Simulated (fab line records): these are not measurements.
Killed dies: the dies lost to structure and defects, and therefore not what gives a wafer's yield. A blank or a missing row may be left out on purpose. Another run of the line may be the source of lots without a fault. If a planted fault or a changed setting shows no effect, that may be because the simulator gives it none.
fab line records ; flow n5Finfet
record: lots: 24; wafers: 72; lastDay: 17
route steps=1938 shown BEOL_M5@1169 BEOL_M6@1195
lots that met no fault: from a run of the same line without faults
startH: hours from the record's opening day to when the first of the lot's shown wafers began ; waitH: how many hours have passed since the lot's step before this one ; " as in the row above ; L1.1+2: several wafers, shown together as one row ; - value missing, or start not given ; * or withheld: withheld ; < > ~ a bound
route shown NAME@n: names a module that has steps shown in the file, with the first one's number in the route ; usual: average and standard deviation across the fault-free wafers ; same: alike in all rows ; chamber/n: place in a boat ; sites: the reading at each site ; _std_site: how widely they spread, as a standard deviation ; _edge_site: mean of outer sites minus mean of inner sites ; radiusMm: for every site, how far away it sits from the centre of the wafer ; mask NAME#n: copy n ; behind: tool/chamber where the wafer was last shaped ; hold: reason for holding the lot/hours on hold/outcome of the hold ; device: which transistor (n, p or np) failed to switch ; end of line: tests run on the same wafers once the route is complete ; a step without rows: its recipe alone ; killed: dies lost to structure and defects at the first sort, not the wafer's yield ; map: the dies of a wafer, with x for killed, . for not killed, _ for no die there
set.NAME: the setting that was run; set.NAME@STEP: the one run at that earlier step ; model.NAME: the simulator's own value behind a step, which no gauge read
steps of the route over a sample of lots; a table a step, a row a wafer
services: a tool's chamber out of use, with start hour (startH, from the record's first day; less than 0 if before it), hours out, and reason
== steps ==
step: N5_BEOL_M5_CURE_80
recipe: tempC: 370; timeS: 120; ambient: DMADMS/He; material: SiCOH_lowk
usual: lampPowerPct: 52.31/0.054; wafer_temp_C_max: 371.6/0.52
lot.wafer;tool;chamber;startH;waitH;lampPowerPct;wafer_temp_C_max
L074.4;uvCure-03;1;163.71;0.2;52.30;372.4
L074.5;uvCure-03;1;163.71;0.2;52.28;372.3
L074.6;uvCure-03;1;163.71;0.2;52.34;371.9
L075.2;uvCure-02;1;179.37;0.1;52.30;371.7
L075.3;uvCure-02;1;179.37;0.1;52.35;371.5
L075.4;uvCure-02;1;179.37;0.1;52.29;371.1
L076.1;uvCure-01;2;181.82;0.0;52.27;371.3
L076.3;uvCure-01;2;181.82;0.0;52.40;372.3
L076.4;uvCure-01;2;181.82;0.0;52.38;371.2
L077.2;uvCure-01;0;182.52;0.3;52.31;371.8
L077.4;uvCure-01;0;182.52;0.3;52.32;371.3
L077.5;uvCure-01;0;182.52;0.3;52.33;370.7
L078.1;uvCure-02;0;199.02;0.0;52.27;371.6
L078.2;uvCure-02;0;199.02;0.0;52.23;371.1
L078.4;uvCure-02;0;199.02;0.0;52.33;371.0
L079.2;uvCure-03;2;199.39;0.1;52.27;372.4
L079.3;uvCure-03;2;199.39;0.1;52.35;372.7
L079.5;uvCure-03;2;199.39;0.1;52.35;371.9
L080.1;uvCure-03;1;206.70;0.0;52.32;371.3
L080.5;uvCure-03;1;206.70;0.0;52.32;371.5
L080.6;uvCure-03;1;206.70;0.0;52.36;371.7
L081.2;uvCure-01;0;207.05;0.2;52.21;371.7
L081.3;uvCure-01;0;207.05;0.2;52.25;371.0
L081.5;uvCure-01;0;207.05;0.2;52.30;371.7
L082.1;uvCure-02;1;225.33;0.0;52.28;371.0
L082.4;uvCure-02;1;225.33;0.0;52.34;371.0
L082.6;uvCure-02;1;225.33;0.0;52.42;370.5
L084.1;uvCure-03;1;227.34;0.0;52.27;372.2
L084.2;uvCure-03;1;227.34;0.0;52.34;371.9
L084.4;uvCure-03;1;227.34;0.0;52.33;371.5
L083.1;uvCure-01;1;227.49;0.0;52.28;371.1
L083.2;uvCure-01;1;227.49;0.0;52.24;371.1
L083.5;uvCure-01;1;227.49;0.0;52.31;371.3
L085.2;uvCure-01;0;232.55;0.1;52.24;371.8
L085.5;uvCure-01;0;232.55;0.1;52.26;371.4
L085.6;uvCure-01;0;232.55;0.1;52.25;371.7
L086.1;uvCure-03;2;251.21;0.5;52.27;372.8
L086.3;uvCure-03;2;251.21;0.5;52.28;372.7
L086.4;uvCure-03;2;251.21;0.5;52.30;372.8
L088.3;uvCure-03;2;255.11;0.1;52.36;371.6
L088.5;uvCure-03;2;255.11;0.1;52.30;371.8
L088.6;uvCure-03;2;255.11;0.1;52.26;371.5
L087.3;uvCure-03;1;255.49;0.1;52.36;371.7
L087.4;uvCure-03;1;255.49;0.1;52.27;371.7
L087.6;uvCure-03;1;255.49;0.1;52.30;372.3
L089.4;uvCure-03;0;260.38;0.2;52.35;371.7
L089.5;uvCure-03;0;260.38;0.2;52.32;371.2
L089.6;uvCure-03;0;260.38;0.2;52.32;372.0
L090.3;uvCure-02;1;272.98;0.1;52.36;371.1
L090.5;uvCure-02;1;272.98;0.1;52.28;371.5
L090.6;uvCure-02;1;272.98;0.1;52.23;371.3
L091.1;uvCure-03;1;275.93;0.0;52.33;371.8
L091.4;uvCure-03;1;275.93;0.0;52.32;372.2
L091.5;uvCure-03;1;275.93;0.0;52.36;372.7
L092.1;uvCure-02;1;279.99;0.0;52.33;370.9
L092.3;uvCure-02;1;279.99;0.0;52.22;371.4
L092.6;uvCure-02;1;279.99;0.0;52.23;370.7
L093.2;uvCure-02;2;285.36;0.1;52.30;371.8
L093.4;uvCure-02;2;285.36;0.1;52.30;370.6
L093.6;uvCure-02;2;285.36;0.1;52.30;371.4
L094.1;uvCure-02;2;286.05;0.0;52.37;371.3
L094.2;uvCure-02;2;286.05;0.0;52.26;371.3
L094.6;uvCure-02;2;286.05;0.0;52.28;371.3
L095.1;uvCure-03;2;304.48;0.1;52.23;372.5
L095.5;uvCure-03;2;304.48;0.1;52.23;372.3
L095.6;uvCure-03;2;304.48;0.1;52.27;372.1
L096.1;uvCure-01;0;311.00;0.2;52.22;371.6
L096.2;uvCure-01;0;311.00;0.2;52.33;371.3
L096.6;uvCure-01;0;311.00;0.2;52.26;372.4
L097.1;uvCure-01;1;326.24;0.0;52.32;371.6
L097.3;uvCure-01;1;326.24;0.0;52.34;371.2
L097.5;uvCure-01;1;326.24;0.0;52.36;371.0
step: N5_BEOL_M5_SURFACE_TREAT_87
recipe: gas: Ar; timeS: *; ionEnergyEv: *; ionCurrentMaCm2: 0.5; pressureMtorr: *; arFlowSccm: 30
usual: throttleValvePct: *
lot.wafer;tool;chamber;startH;waitH;throttleValvePct
L074.4;pvdSputter-01;-;164.31;0.1;*
L074.5;pvdSputter-01;-;164.31;0.1;*
L074.6;pvdSputter-01;-;164.31;0.1;*
L075.2;pvdSputter-03;-;179.97;0.1;*
L075.3;pvdSputter-03;-;179.97;0.1;*
L075.4;pvdSputter-03;-;179.97;0.1;*
L076.1;pvdSputter-03;-;183.15;0.2;*
L076.3;pvdSputter-03;-;183.15;0.2;*
L076.4;pvdSputter-03;-;183.15;0.2;*
L077.2;pvdSputter-02;-;183.83;0.4;*
L077.4;pvdSputter-02;-;183.83;0.4;*
L077.5;pvdSputter-02;-;183.83;0.4;*
L078.1;pvdSputter-02;-;199.86;0.2;*
L078.2;pvdSputter-02;-;199.86;0.2;*
L078.4;pvdSputter-02;-;199.86;0.2;*
L079.2;pvdSputter-03;-;200.03;0.1;*
L079.3;pvdSputter-03;-;200.03;0.1;*
L079.5;pvdSputter-03;-;200.03;0.1;*
L080.1;pvdSputter-03;-;207.35;0.1;*
L080.5;pvdSputter-03;-;207.35;0.1;*
L080.6;pvdSputter-03;-;207.35;0.1;*
L081.2;pvdSputter-03;-;209.81;0.2;*
L081.3;pvdSputter-03;-;209.81;0.2;*
L081.5;pvdSputter-03;-;209.81;0.2;*
L082.1;pvdSputter-03;-;226.03;0.1;*
L082.4;pvdSputter-03;-;226.03;0.1;*
L082.6;pvdSputter-03;-;226.03;0.1;*
L083.1;pvdSputter-02;-;228.14;0.1;*
L083.2;pvdSputter-02;-;228.14;0.1;*
L083.5;pvdSputter-02;-;228.14;0.1;*
L084.1;pvdSputter-02;-;228.33;0.2;*
L084.2;pvdSputter-02;-;228.33;0.2;*
L084.4;pvdSputter-02;-;228.33;0.2;*
L085.2;pvdSputter-02;-;233.32;0.1;*
L085.5;pvdSputter-02;-;233.32;0.1;*
L085.6;pvdSputter-02;-;233.32;0.1;*
L086.1;pvdSputter-02;-;252.00;0.2;*
L086.3;pvdSputter-02;-;252.00;0.2;*
L086.4;pvdSputter-02;-;252.00;0.2;*
L088.3;pvdSputter-03;-;255.96;0.3;*
L088.5;pvdSputter-03;-;255.96;0.3;*
L088.6;pvdSputter-03;-;255.96;0.3;*
L087.3;pvdSputter-01;-;256.64;0.4;*
L087.4;pvdSputter-01;-;256.64;0.4;*
L087.6;pvdSputter-01;-;256.64;0.4;*
L089.4;pvdSputter-02;-;261.08;0.1;*
L089.5;pvdSputter-02;-;261.08;0.1;*
L089.6;pvdSputter-02;-;261.08;0.1;*
L090.3;pvdSputter-03;-;273.76;0.1;*
L090.5;pvdSputter-03;-;273.76;0.1;*
L090.6;pvdSputter-03;-;273.76;0.1;*
L091.1;pvdSputter-02;-;276.70;0.2;*
L091.4;pvdSputter-02;-;276.70;0.2;*
L091.5;pvdSputter-02;-;276.70;0.2;*
L092.1;pvdSputter-03;-;280.98;0.1;*
L092.3;pvdSputter-03;-;280.98;0.1;*
L092.6;pvdSputter-03;-;280.98;0.1;*
L093.2;pvdSputter-03;-;286.19;0.1;*
L093.4;pvdSputter-03;-;286.19;0.1;*
L093.6;pvdSputter-03;-;286.19;0.1;*
L094.1;pvdSputter-03;-;286.71;0.1;*
L094.2;pvdSputter-03;-;286.71;0.1;*
L094.6;pvdSputter-03;-;286.71;0.1;*
L095.1;pvdSputter-03;-;305.59;0.2;*
L095.5;pvdSputter-03;-;305.59;0.2;*
L095.6;pvdSputter-03;-;305.59;0.2;*
L096.1;pvdSputter-03;-;312.75;0.9;*
L096.2;pvdSputter-03;-;312.75;0.9;*
L096.6;pvdSputter-03;-;312.75;0.9;*
L097.1;pvdSputter-03;-;327.05;0.1;*
L097.3;pvdSputter-03;-;327.05;0.1;*
L097.5;pvdSputter-03;-;327.05;0.1;*
step: N5_BEOL_M5_SPUTTER_81
recipe: material: Cu; targetThkA: 150; tempC: -20; chamberPressurePa: 0.07; powerW: withheld; timeS: 27.62
usual: throttleValvePct: 29.5/1.1
lot.wafer;tool;chamber;startH;waitH;throttleValvePct
L074.4;pvdSputter-01;-;165.63;0.5;27.4
L074.5;pvdSputter-01;-;165.63;0.5;29.2
L074.6;pvdSputter-01;-;165.63;0.5;28.0
L075.2;pvdSputter-01;-;181.27;0.5;29.5
L075.3;pvdSputter-01;-;181.27;0.5;28.0
L075.4;pvdSputter-01;-;181.27;0.5;27.4
L076.1;pvdSputter-03;-;184.54;0.5;31.0
L076.3;pvdSputter-03;-;184.54;0.5;31.8
L076.4;pvdSputter-03;-;184.54;0.5;29.4
L077.2;pvdSputter-02;-;185.14;0.5;28.9
L077.4;pvdSputter-02;-;185.14;0.5;29.3
L077.5;pvdSputter-02;-;185.14;0.5;29.7
L078.1;pvdSputter-02;-;201.17;0.5;29.4
L078.2;pvdSputter-02;-;201.17;0.5;30.3
L078.4;pvdSputter-02;-;201.17;0.5;28.7
L079.2;pvdSputter-03;-;203.16;0.5;29.2
L079.3;pvdSputter-03;-;203.16;0.5;31.7
L079.5;pvdSputter-03;-;203.16;0.5;31.1
L080.1;pvdSputter-02;-;208.82;0.5;30.0
L080.5;pvdSputter-02;-;208.82;0.5;28.6
L080.6;pvdSputter-02;-;208.82;0.5;30.0
L081.2;pvdSputter-03;-;211.19;0.5;29.7
L081.3;pvdSputter-03;-;211.19;0.5;31.0
L081.5;pvdSputter-03;-;211.19;0.5;29.0
L082.1;pvdSputter-01;-;227.34;0.5;29.5
L082.4;pvdSputter-01;-;227.34;0.5;30.7
L082.6;pvdSputter-01;-;227.34;0.5;28.3
L083.1;pvdSputter-02;-;229.46;0.5;29.8
L083.2;pvdSputter-02;-;229.46;0.5;30.2
L083.5;pvdSputter-02;-;229.46;0.5;30.0
L084.1;pvdSputter-03;-;232.62;3.4;29.2
L084.2;pvdSputter-03;-;232.62;3.4;29.6
L084.4;pvdSputter-03;-;232.62;3.4;30.9
L085.2;pvdSputter-02;-;234.68;0.5;28.8
L085.5;pvdSputter-02;-;234.68;0.5;28.9
L085.6;pvdSputter-02;-;234.68;0.5;30.1
L086.1;pvdSputter-01;-;253.30;0.5;30.4
L086.3;pvdSputter-01;-;253.30;0.5;28.2
L086.4;pvdSputter-01;-;253.30;0.5;27.4
L088.3;pvdSputter-02;-;257.38;0.5;29.2
L088.5;pvdSputter-02;-;257.38;0.5;30.0
L088.6;pvdSputter-02;-;257.38;0.5;28.6
L087.3;pvdSputter-01;-;258.03;0.5;28.2
L087.4;pvdSputter-01;-;258.03;0.5;27.3
L087.6;pvdSputter-01;-;258.03;0.5;30.2
L089.4;pvdSputter-02;-;262.42;0.5;29.2
L089.5;pvdSputter-02;-;262.42;0.5;30.3
L089.6;pvdSputter-02;-;262.42;0.5;28.6
L090.3;pvdSputter-01;-;275.09;0.5;29.3
L090.5;pvdSputter-01;-;275.09;0.5;29.1
L090.6;pvdSputter-01;-;275.09;0.5;28.2
L091.1;pvdSputter-02;-;278.19;0.5;30.0
L091.4;pvdSputter-02;-;278.19;0.5;29.9
L091.5;pvdSputter-02;-;278.19;0.5;29.9
L092.1;pvdSputter-03;-;282.28;0.5;31.4
L092.3;pvdSputter-03;-;282.28;0.5;29.2
L092.6;pvdSputter-03;-;282.28;0.5;29.2
L093.2;pvdSputter-01;-;287.52;0.5;27.3
L093.4;pvdSputter-01;-;287.52;0.5;28.1
L093.6;pvdSputter-01;-;287.52;0.5;28.2
L094.1;pvdSputter-03;-;288.01;0.5;29.6
L094.2;pvdSputter-03;-;288.01;0.5;29.2
L094.6;pvdSputter-03;-;288.01;0.5;29.2
L095.1;pvdSputter-01;-;307.34;0.5;30.4
L095.5;pvdSputter-01;-;307.34;0.5;30.2
L095.6;pvdSputter-01;-;307.34;0.5;28.0
L096.1;pvdSputter-03;-;314.10;0.5;31.8
L096.2;pvdSputter-03;-;314.10;0.5;29.3
L096.6;pvdSputter-03;-;314.10;0.5;29.2
L097.1;pvdSputter-02;-;328.55;0.5;29.4
L097.3;pvdSputter-02;-;328.55;0.5;29.8
L097.5;pvdSputter-02;-;328.55;0.5;28.7
step: N5_BEOL_M5_CO_CAP_78
recipe: material: Co; targetThkA: 20; tempC: 200; precursor: CCTBA/H2; pressureTorr: 30; timeS: 102.1
usual: heaterPowerW: 239/22
lot.wafer;tool;chamber;startH;waitH;heaterPowerW
L074.4;cvdCo-02;2;169.79;0.0;235
L074.5;cvdCo-02;1;169.79;0.0;198
L074.6;cvdCo-02;0;169.79;0.0;237
L075.2;cvdCo-02;0;185.42;0.0;244
L075.3;cvdCo-02;2;185.42;0.0;235
L075.4;cvdCo-02;1;185.42;0.0;194
L076.1;cvdCo-01;0;188.67;0.0;236
L076.3;cvdCo-01;2;188.67;0.0;241
L076.4;cvdCo-01;1;188.67;0.0;273
L077.2;cvdCo-01;1;189.41;0.0;270
L077.4;cvdCo-01;2;189.41;0.0;247
L077.5;cvdCo-01;1;189.41;0.0;269
L078.1;cvdCo-02;1;205.30;0.0;201
L078.2;cvdCo-02;2;205.30;0.0;235
L078.4;cvdCo-02;1;205.30;0.0;195
L079.2;cvdCo-02;1;207.42;0.0;197
L079.3;cvdCo-02;2;207.42;0.0;237
L079.5;cvdCo-02;0;207.42;0.0;238
L080.1;cvdCo-02;0;212.95;0.0;235
L080.5;cvdCo-02;1;212.95;0.0;196
L080.6;cvdCo-02;0;212.95;0.0;242
L081.2;cvdCo-01;1;215.33;0.0;274
L081.3;cvdCo-01;2;215.33;0.0;239
L081.5;cvdCo-01;1;215.33;0.0;273
L082.1;cvdCo-01;1;231.47;0.0;267
L082.4;cvdCo-01;2;231.47;0.0;248
L082.6;cvdCo-01;0;231.47;0.0;230
L083.1;cvdCo-02;0;233.59;0.0;248
L083.2;cvdCo-02;2;233.59;0.0;235
L083.5;cvdCo-02;1;233.59;0.0;191
L084.1;cvdCo-01;0;236.75;0.0;235
L084.2;cvdCo-01;1;236.75;0.0;267
L084.4;cvdCo-01;1;236.75;0.0;270
L085.2;cvdCo-01;2;238.93;0.0;247
L085.5;cvdCo-01;0;238.93;0.0;243
L085.6;cvdCo-01;2;238.93;0.0;237
L086.1;cvdCo-01;2;257.48;0.0;252
L086.3;cvdCo-01;1;257.48;0.0;266
L086.4;cvdCo-01;1;257.48;0.0;272
L088.3;cvdCo-01;2;261.53;0.0;240
L088.5;cvdCo-01;2;261.53;0.0;250
L088.6;cvdCo-01;0;261.53;0.0;229
L087.3;cvdCo-01;2;262.16;0.0;235
L087.4;cvdCo-01;0;262.16;0.0;234
L087.6;cvdCo-01;2;262.16;0.0;240
L089.4;cvdCo-01;0;266.60;0.0;234
L089.5;cvdCo-01;2;266.60;0.0;249
L089.6;cvdCo-01;1;266.60;0.0;275
L090.3;cvdCo-01;2;279.25;0.0;241
L090.5;cvdCo-01;2;279.25;0.0;244
L090.6;cvdCo-01;0;279.25;0.0;243
L092.1;cvdCo-02;1;286.41;0.0;193
L092.3;cvdCo-02;2;286.41;0.0;237
L092.6;cvdCo-02;1;286.41;0.0;196
L094.1;cvdCo-01;0;292.14;0.0;232
L094.2;cvdCo-01;1;292.14;0.0;279
L094.6;cvdCo-01;1;292.14;0.0;269
L093.2;cvdCo-01;2;294.95;0.0;246
L093.4;cvdCo-01;1;294.95;0.0;273
L093.6;cvdCo-01;0;294.95;0.0;235
L091.1;cvdCo-02;1;301.97;0.0;198
L091.4;cvdCo-02;1;301.97;0.0;194
L091.5;cvdCo-02;2;301.97;0.0;235
L095.1;cvdCo-01;1;311.74;0.0;273
L095.5;cvdCo-01;1;311.74;0.0;271
L095.6;cvdCo-01;2;311.74;0.0;242
L096.1;cvdCo-02;2;318.34;0.0;234
L096.2;cvdCo-02;0;318.34;0.0;239
L096.6;cvdCo-02;1;318.34;0.0;197
L097.1;cvdCo-02;2;332.79;0.0;239
L097.3;cvdCo-02;0;332.79;0.0;239
L097.5;cvdCo-02;0;332.79;0.0;241
step: N5_BEOL_M6_CURE_74
recipe: tempC: 385; timeS: 240; ambient: He/Ar; material: SiCOH_lowk
usual: lampPowerPct: 52.31/0.053; wafer_temp_C_max: 386.7/0.6
lot.wafer;tool;chamber;startH;waitH;lampPowerPct;wafer_temp_C_max
L074.4;uvCure-03;1;170.31;0.3;52.40;387.4
L074.5;uvCure-03;1;170.31;0.3;52.32;387.0
L074.6;uvCure-03;1;170.31;0.3;52.29;387.1
L075.2;uvCure-02;1;185.82;0.1;52.36;385.9
L075.3;uvCure-02;1;185.82;0.1;52.34;386.3
L075.4;uvCure-02;1;185.82;0.1;52.29;385.8
L076.1;uvCure-01;2;188.98;0.0;52.31;387.2
L076.3;uvCure-01;2;188.98;0.0;52.30;387.4
L076.4;uvCure-01;2;188.98;0.0;52.28;386.5
L077.2;uvCure-02;1;189.80;0.1;52.32;386.3
L077.4;uvCure-02;1;189.80;0.1;52.23;386.4
L077.5;uvCure-02;1;189.80;0.1;52.27;387.1
L078.1;uvCure-02;2;205.61;0.0;52.34;385.7
L078.2;uvCure-02;2;205.61;0.0;52.36;386.4
L078.4;uvCure-02;2;205.61;0.0;52.21;385.9
L079.2;uvCure-01;1;207.90;0.2;52.35;385.7
L079.3;uvCure-01;1;207.90;0.2;52.20;386.0
L079.5;uvCure-01;1;207.90;0.2;52.22;386.6
L080.1;uvCure-01;0;213.26;0.0;52.33;386.7
L080.5;uvCure-01;0;213.26;0.0;52.32;386.7
L080.6;uvCure-01;0;213.26;0.0;52.36;386.6
L081.2;uvCure-03;2;215.80;0.2;52.38;388.0
L081.3;uvCure-03;2;215.80;0.2;52.27;387.2
L081.5;uvCure-03;2;215.80;0.2;52.28;387.8
L082.1;uvCure-03;2;231.81;0.0;52.25;386.6
L082.4;uvCure-03;2;231.81;0.0;52.39;387.2
L082.6;uvCure-03;2;231.81;0.0;52.25;387.3
L083.1;uvCure-03;1;233.90;0.0;52.28;387.5
L083.2;uvCure-03;1;233.90;0.0;52.27;387.4
L083.5;uvCure-03;1;233.90;0.0;52.25;386.9
L084.1;uvCure-01;2;237.06;0.0;52.30;387.1
L084.2;uvCure-01;2;237.06;0.0;52.31;387.1
L084.4;uvCure-01;2;237.06;0.0;52.29;386.7
L085.2;uvCure-01;1;239.34;0.1;52.29;385.9
L085.5;uvCure-01;1;239.34;0.1;52.23;386.0
L085.6;uvCure-01;1;239.34;0.1;52.32;386.0
L086.1;uvCure-03;2;257.79;0.0;52.38;387.0
L086.3;uvCure-03;2;257.79;0.0;52.35;387.2
L086.4;uvCure-03;2;257.79;0.0;52.31;387.2
L088.3;uvCure-03;1;262.00;0.2;52.32;387.1
L088.5;uvCure-03;1;262.00;0.2;52.27;386.3
L088.6;uvCure-03;1;262.00;0.2;52.25;386.2
L087.3;uvCure-03;2;262.63;0.2;52.34;387.4
L087.4;uvCure-03;2;262.63;0.2;52.23;387.4
L087.6;uvCure-03;2;262.63;0.2;52.42;387.0
L089.4;uvCure-01;0;267.12;0.3;52.42;386.3
L089.5;uvCure-01;0;267.12;0.3;52.30;386.2
L089.6;uvCure-01;0;267.12;0.3;52.27;386.7
L090.3;uvCure-03;1;279.74;0.2;52.33;387.5
L090.5;uvCure-03;1;279.74;0.2;52.25;387.6
L090.6;uvCure-03;1;279.74;0.2;52.30;387.0
L092.1;uvCure-01;0;286.72;0.0;52.35;387.0
L092.3;uvCure-01;0;286.72;0.0;52.43;386.0
L092.6;uvCure-01;0;286.72;0.0;52.25;386.4
L094.1;uvCure-02;2;292.45;0.0;52.23;386.3
L094.2;uvCure-02;2;292.45;0.0;52.35;386.4
L094.6;uvCure-02;2;292.45;0.0;52.25;386.2
L093.2;uvCure-03;2;295.42;0.2;52.18;386.6
L093.4;uvCure-03;2;295.42;0.2;52.26;387.1
L093.6;uvCure-03;2;295.42;0.2;52.27;387.2
L091.1;uvCure-01;0;302.31;0.0;52.35;386.7
L091.4;uvCure-01;0;302.31;0.0;52.29;386.5
L091.5;uvCure-01;0;302.31;0.0;52.28;386.4
L095.1;uvCure-01;0;312.06;0.0;52.34;387.1
L095.5;uvCure-01;0;312.06;0.0;52.31;386.4
L095.6;uvCure-01;0;312.06;0.0;52.25;386.2
L096.1;uvCure-01;2;318.65;0.0;52.37;386.9
L096.2;uvCure-01;2;318.65;0.0;52.28;386.6
L096.6;uvCure-01;2;318.65;0.0;52.40;386.9
L097.1;uvCure-02;2;333.10;0.0;52.33;386.6
L097.3;uvCure-02;2;333.10;0.0;52.32;386.4
L097.5;uvCure-02;2;333.10;0.0;52.32;385.9
step: N5_BEOL_M6_THK_MEAS_01
recipe: reads: SiCOH_lowk_of_BEOL_M6_ILD_DEP_00
usual: M6_ILD_THK: 154.7/2.1
lot.wafer;tool;chamber;startH;waitH;M6_ILD_THK[nm]
L074.4;filmMetro-01;-;170.58;0.2;155.1
L074.5;filmMetro-01;-;170.58;0.2;154.1
L074.6;filmMetro-01;-;170.58;0.2;152.9
L075.2;filmMetro-02;-;186.25;0.4;152.9
L075.3;filmMetro-02;-;186.25;0.4;153.5
L075.4;filmMetro-02;-;186.25;0.4;156.9
L076.1;filmMetro-01;-;189.97;0.8;154.2
L076.3;filmMetro-01;-;189.97;0.8;155.7
L076.4;filmMetro-01;-;189.97;0.8;156.4
L077.2;filmMetro-02;-;190.23;0.4;150.5
L077.4;filmMetro-02;-;190.23;0.4;155.9
L077.5;filmMetro-02;-;190.23;0.4;154.1
L078.1;filmMetro-02;-;206.13;0.4;155.5
L078.2;filmMetro-02;-;206.13;0.4;154.5
L078.4;filmMetro-02;-;206.13;0.4;154.1
L079.2;filmMetro-01;-;208.73;0.7;155.3
L079.3;filmMetro-01;-;208.73;0.7;155.1
L079.5;filmMetro-01;-;208.73;0.7;158.1
L080.1;filmMetro-01;-;213.77;0.4;151.5
L080.5;filmMetro-01;-;213.77;0.4;153.3
L080.6;filmMetro-01;-;213.77;0.4;153.2
L081.2;filmMetro-01;-;216.63;0.7;153.2
L081.3;filmMetro-01;-;216.63;0.7;153.3
L081.5;filmMetro-01;-;216.63;0.7;155.0
L082.1;filmMetro-01;-;232.80;0.8;151.9
L082.4;filmMetro-01;-;232.80;0.8;156.4
L082.6;filmMetro-01;-;232.80;0.8;153.8
L083.1;filmMetro-01;-;234.90;0.8;153.8
L083.2;filmMetro-01;-;234.90;0.8;153.3
L083.5;filmMetro-01;-;234.90;0.8;154.6
L084.1;filmMetro-01;-;237.57;0.4;152.5
L084.2;filmMetro-01;-;237.57;0.4;154.7
L084.4;filmMetro-01;-;237.57;0.4;157.3
L085.2;filmMetro-02;-;239.77;0.4;153.9
L085.5;filmMetro-02;-;239.77;0.4;157.2
L085.6;filmMetro-02;-;239.77;0.4;157.8
L086.1;filmMetro-01;-;258.30;0.4;151.0
L086.3;filmMetro-01;-;258.30;0.4;153.1
L086.4;filmMetro-01;-;258.30;0.4;154.0
L088.3;filmMetro-02;-;262.35;0.3;152.0
L088.5;filmMetro-02;-;262.35;0.3;155.8
L088.6;filmMetro-02;-;262.35;0.3;157.7
L087.3;filmMetro-02;-;262.98;0.3;155.0
L087.4;filmMetro-02;-;262.98;0.3;156.2
L087.6;filmMetro-02;-;262.98;0.3;156.4
L089.4;filmMetro-01;-;267.40;0.2;155.9
L089.5;filmMetro-01;-;267.40;0.2;158.3
L089.6;filmMetro-01;-;267.40;0.2;155.0
L090.3;filmMetro-02;-;280.11;0.3;158.0
L090.5;filmMetro-02;-;280.11;0.3;159.7
L090.6;filmMetro-02;-;280.11;0.3;158.4
L092.1;filmMetro-01;-;287.23;0.4;154.2
L092.3;filmMetro-01;-;287.23;0.4;153.6
L092.6;filmMetro-01;-;287.23;0.4;156.5
L094.1;filmMetro-01;-;292.96;0.4;152.6
L094.2;filmMetro-01;-;292.96;0.4;150.8
L094.6;filmMetro-01;-;292.96;0.4;156.6
L093.2;filmMetro-02;-;296.26;0.7;156.9
L093.4;filmMetro-02;-;296.26;0.7;158.4
L093.6;filmMetro-02;-;296.26;0.7;155.9
L091.1;filmMetro-02;-;302.82;0.4;155.3
L091.4;filmMetro-02;-;302.82;0.4;152.3
L091.5;filmMetro-02;-;302.82;0.4;154.3
L095.1;filmMetro-02;-;312.58;0.4;152.9
L095.5;filmMetro-02;-;312.58;0.4;156.2
L095.6;filmMetro-02;-;312.58;0.4;156.1
L096.1;filmMetro-01;-;319.16;0.4;154.3
L096.2;filmMetro-01;-;319.16;0.4;151.6
L096.6;filmMetro-01;-;319.16;0.4;154.1
L097.1;filmMetro-01;-;334.11;0.8;152.4
L097.3;filmMetro-01;-;334.11;0.8;153.2
L097.5;filmMetro-01;-;334.11;0.8;155.0
== services ==
tool;chamber;startH;hours;kind
uvCure-01;-;151.81;4.8;repair
uvCure-02;-;154.86;2.2;repair
uvCure-01;-;162.00;5.0;pm
uvCure-01;-;171.95;1.5;repair
uvCure-03;-;322.08;8.3;repair
pvdSputter-03;-;328.74;2.3;repair
== key ==
fault none
